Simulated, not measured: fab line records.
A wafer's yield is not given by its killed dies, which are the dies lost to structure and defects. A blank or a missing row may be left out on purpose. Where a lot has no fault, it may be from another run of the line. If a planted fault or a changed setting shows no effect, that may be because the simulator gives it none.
Comparing a struck lot with a sound one + flow nandHarc + 38 steps out of a route of 1302
Sound: the wafers L320.2, L320.4, L320.6. Wafers struck: L315.1, L315.2, L315.4. At the end, the cause is stated.
Per side, at each step with rows, come the tool, then ch with its chambers, and then its first start. Under that, the readings that differ: sound wafers + struck wafers + difference of the means + sigmas: that difference in standard deviations of wafers without a fault.
alike: words and numbers the same on both sides, and readings whose means are apart by under 2 such deviations; not compared: readings that were withheld, readings missing a value for some wafer, numbers with overlapping values and no deviation given by the record, and bounds like >300 which may hide the same value.
The two part at a step that has a row with sigmas, a row that says differs or no value, or rows on one side only. Numbers that don't overlap but have no deviation are shown without sigmas and don't part them. A reading that every wafer of one side lacks parts them only if that side has two wafers or more.

first, 10 steps without rows for these wafers: NHARC_A_CHANNEL_HOLE_D1_STRIP_42 (strips in CF4/CHF3); NHARC_A_CHANNEL_HOLE_D1_STRIP_43 (strips in O2/COS); NHARC_A_CHANNEL_HOLE_D1_ETCH_44 (etches the open film in CF4/O2, target depth 140 nm, overetch 14 nm, time 77 s); NHARC_A_CHANNEL_HOLE_D1_STRIP_27 (strips in O2); NHARC_A_CHANNEL_HOLE_D1_PRECLEAN_28 (cleans in SC1); NHARC_A_CHANNEL_HOLE_D1_SRD_29; NHARC_A_CHANNEL_HOLE_D1_XSEM_31; NHARC_A_CHANNEL_FILL_D1_PRECLEAN_00 (cleans in SC1); NHARC_A_CHANNEL_FILL_D1_SRD_01; NHARC_A_CHANNEL_FILL_D1_ALD_02 (deposits SiO2, target thk 6 nm, pulse time 10 s, ald cycles 60).
NHARC_A_CHANNEL_FILL_D1_ALD_03: deposits SiNx, target thk 6 nm, pulse time 60 s, ald cycles 58.
  sound on aldSinBatch-01 ch 0, day 18 12:02; struck on aldSinBatch-02, day 16 07:49
  no value came back on the struck wafers for aldCycles, chamberPressureTorr (Torr), precursorPulseHeightRel; on the sound wafers aldCycles reads 58 58 58
then, 25 steps without rows for these wafers: NHARC_A_CHANNEL_FILL_D1_ALD_14 (deposits SiO2, target thk 2.5 nm, pulse time 10 s, ald cycles 25); NHARC_A_CHANNEL_FILL_D1_ALD_15 (deposits SiNx, target thk 2 nm, pulse time 60 s, ald cycles 19); NHARC_A_CHANNEL_FILL_D1_ALD_16 (deposits SiO2, target thk 1.5 nm, pulse time 10 s, ald cycles 15); NHARC_A_CHANNEL_FILL_D1_ANNEAL_17 (time 1800 s); NHARC_A_CHANNEL_FILL_D1_CVD_18 (deposits poly-Si, target thk 3 nm); NHARC_A_CHANNEL_FILL_D1_ETCHBACK_19 (etches the open film in HBr/Cl2, target depth 5 nm, time 1.7 s); NHARC_A_CHANNEL_FILL_D1_ETCHBACK_20 (etches the open film in C4F8/O2/Ar, target depth 27 nm, time 13.5 s); NHARC_A_CHANNEL_FILL_D1_STRIP_28 (strips in O2, time 20 s); NHARC_A_CHANNEL_FILL_D1_PRECLEAN_21 (cleans in dHF, time 30 s); NHARC_A_CHANNEL_FILL_D1_SRD_23; NHARC_A_CHANNEL_FILL_D1_CVD_05 (deposits poly-Si, target thk 5 nm); NHARC_A_CHANNEL_FILL_D1_ANNEAL_22 (time 7200 s); NHARC_A_CHANNEL_FILL_D1_ALD_25 (deposits SiOx, target thk 60 nm, pulse time 10 s, ald cycles 600); NHARC_A_CHANNEL_FILL_D1_ETCHBACK_08 (etches the open film in C4F8, target depth 220 nm, time 110 s); NHARC_A_CHANNEL_FILL_D1_STRIP_29 (strips in O2, time 20 s); NHARC_A_CHANNEL_FILL_D1_PRECLEAN_30 (cleans in dHF, time 30 s); NHARC_A_CHANNEL_FILL_D1_SRD_31; NHARC_A_CHANNEL_FILL_D1_CVD_09 (deposits poly-Si, target thk 150 nm, time 3000 s); NHARC_A_CHANNEL_FILL_D1_CMP_10 (polishes, target thk 150 nm); NHARC_A_CHANNEL_FILL_D1_SRD_12; NHARC_A_DECK1_JOINT_ETCHBACK_07 (etches the open film in HBr, target depth 105 nm, time 26.9 s); NHARC_A_DECK1_JOINT_ETCH_25 (etches SiO2 in dHF, target depth 0.5 nm); NHARC_A_DECK1_JOINT_ETCH_19 (etches poly-Si in TMAH, target depth 3 nm); NHARC_A_DECK1_JOINT_ETCH_18 (etches SiO2 in dHF, target depth 3 nm); NHARC_A_DECK1_JOINT_WET_08 (chemistry H3PO4, time 86 s).
-- break in the record here, with 16 days between the starts of the struck wafers on either side (left off in module A_DECK1_JOINT, picked up again in module END, where the first step shown is number 1301 on the route) --
NHARC_END_WLT_00:
  sound on prober-02 at day 33 19:18; struck on prober-01 at day 32 07:35
| reading                           | sound             | struck            | difference | sigmas      |
|-----------------------------------|-------------------|-------------------|------------|-------------|
| VT_DECK1_BOTTOM                   | 0.877 0.887 0.870 | 6.054 6.003 5.954 | +5.126     | +99 or more |
| VT_DECK1_BOTTOM_INNER             | 0.872 0.872 0.877 | 6.005 5.988 5.977 | +5.116     | +99 or more |
| VT_DECK1_MEDIAN_NEAR_BOTTOM       | 0.875 0.879 0.882 | 5.995 5.962 6.022 | +5.114     | +99 or more |
| VT_DECK1_MEDIAN_NEAR_BOTTOM_INNER | 0.876 0.878 0.875 | 6.011 6.002 5.996 | +5.127     | +99 or more |
| VT_DECK1_MIDDLE                   | 0.886 0.903 0.885 | 5.992 5.989 5.971 | +5.093     | +99 or more |
| VT_DECK1_MIDDLE_INNER             | 0.901 0.892 0.883 | 5.972 6.039 6.000 | +5.112     | +99 or more |
| VT_DECK1_TOP                      | 0.895 0.903 0.895 | 5.963 6.008 5.951 | +5.076     | +99 or more |
| VT_DECK1_TOP_INNER                | 0.897 0.901 0.898 | 5.978 6.003 5.981 | +5.089     | +99 or more |
| VT_DECK2_BOTTOM                   | 0.880 0.881 0.883 | 6.037 5.989 6.007 | +5.130     | +99 or more |
| VT_DECK2_BOTTOM_INNER             | 0.880 0.875 0.881 | 5.986 6.013 6.025 | +5.129     | +99 or more |
| VT_DECK2_MEDIAN_NEAR_BOTTOM       | 0.884 0.882 0.886 | 5.950 6.034 6.016 | +5.116     | +99 or more |
| VT_DECK2_MEDIAN_NEAR_BOTTOM_INNER | 0.883 0.880 0.879 | 5.992 5.965 5.958 | +5.091     | +99 or more |
| VT_DECK2_MIDDLE                   | 0.896 0.894 0.889 | 6.020 6.085 6.042 | +5.156     | +99 or more |
| VT_DECK2_MIDDLE_INNER             | 0.894 0.895 0.893 | 6.024 6.030 6.022 | +5.131     | +99 or more |
| VT_DECK2_TOP                      | 0.906 0.905 0.907 | 6.008 5.930 5.995 | +5.072     | +99 or more |
| VT_DECK2_TOP_INNER                | 0.894 0.900 0.909 | 5.977 5.999 5.974 | +5.082     | +99 or more |
  not compared: hold
NHARC_END_SORT_01:
  the record has rows for the sound wafers here (prober-02 ch 0, day 33 22:32) and none for the struck ones

== WHERE THEY PART ==
Earliest at NHARC_A_CHANNEL_FILL_D1_ALD_03; latest, in this record, at NHARC_END_SORT_01.

WHY: what the simulator had put in
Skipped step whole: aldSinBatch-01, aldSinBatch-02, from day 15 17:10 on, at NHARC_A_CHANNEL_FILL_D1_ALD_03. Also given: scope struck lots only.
